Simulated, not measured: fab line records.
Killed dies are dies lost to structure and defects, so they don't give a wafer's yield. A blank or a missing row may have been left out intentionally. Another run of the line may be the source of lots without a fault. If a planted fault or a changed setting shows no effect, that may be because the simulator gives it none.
Struck lot and sound lot, side by side || flow n5 finfet || 11 steps out of a route of 1938
Sound: these wafers, L552.1, L552.2, L552.6. Wafers L555.1, L555.4, L555.5 were the ones struck. At the end, the cause is stated.
Per side, at each step with rows, come the tool, then ch with its chambers, and then its first start. Under that, the readings that differ: sound wafers || struck wafers || difference of the means || sigmas: that difference in standard deviations of wafers without a fault.
alike: readings whose means differ by less than 2 such deviations, and words and numbers that are the same on both sides. not compared: withheld readings, readings that some wafer has no value for, bounds like >300 that may hide the same value, and numbers for which the record gives no deviation and whose values overlap.
The two part at a step that has a row with sigmas, a row that says differs or no value, or rows on one side only. Numbers that have no deviation but don't overlap get no sigmas and don't part them. Lack of a reading on every wafer of one side parts them only where that side has two or more wafers.

N5_START_INSPECT_01: inspects for defects (unpatterned scan).
  sound on defect inspect-02 at day 2 18:02; struck on defect inspect-02 at day 3 12:02
  alike: raw defect count
then, 2 steps without rows for these wafers: N5_ZERO_LAYER_PRECLEAN_00 (cleans in SPM, time 600 s); N5_ZERO_LAYER_SRD_01 (time 30 s, dry time 30 s).
N5_ZERO_LAYER_PECVD_02: deposits SiO2 from SiH4/N2O, target thk 10 nm, time 6 s.
  sound on pecvd-03 ch 0,1, day 2 18:17; struck on pecvd-04 ch 1, day 3 12:17
  alike: heater power w, showerhead plenum p Torr
then, 4 steps without rows for these wafers: N5_ZERO_LAYER_HMDS_04 (time 60 s); N5_ZERO_LAYER_COAT_05 (resist thk 1000 nm); N5_ZERO_LAYER_EBR_07; N5_ZERO_LAYER_SOFTBAKE_06 (time 90 s).
N5_ZERO_LAYER_EXPOSE_08: exposes mask ZERO, defocus 0 nm, target cd 2000 nm.
  sound on krf scanner-02 ch 0, day 2 18:36; struck on krf scanner-02 ch 0, day 3 12:29
{"reading": "exposure dose mJ cm2", "sound": "16.204 16.202 16.185", "struck": "15.814 15.824 15.812", "difference": -0.380, "sigmas": -22}
  alike: mask
following that, these wafers have no rows for 1 step: N5_ZERO_LAYER_PEB_09.
-- a jump in the record: the struck wafers' starts before and after are 11 days apart (it breaks off in module ZERO_LAYER and resumes in module PASSIVATION, where the first step shown is number 1936 of the route) --
N5_PASSIVATION_PROBE_49:
  only the struck wafers here have rows in the record (prober-01, day 14 02:07); the sound ones have none

== WHERE THEY PART ==
At N5_ZERO_LAYER_EXPOSE_08 first; at N5_PASSIVATION_PROBE_49 last (within this record only).

WHY: what the simulator had put in
Drift in process parameters on krf scanner-02 at N5_ZERO_LAYER_EXPOSE_08, starting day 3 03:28. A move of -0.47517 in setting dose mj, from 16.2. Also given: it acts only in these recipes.
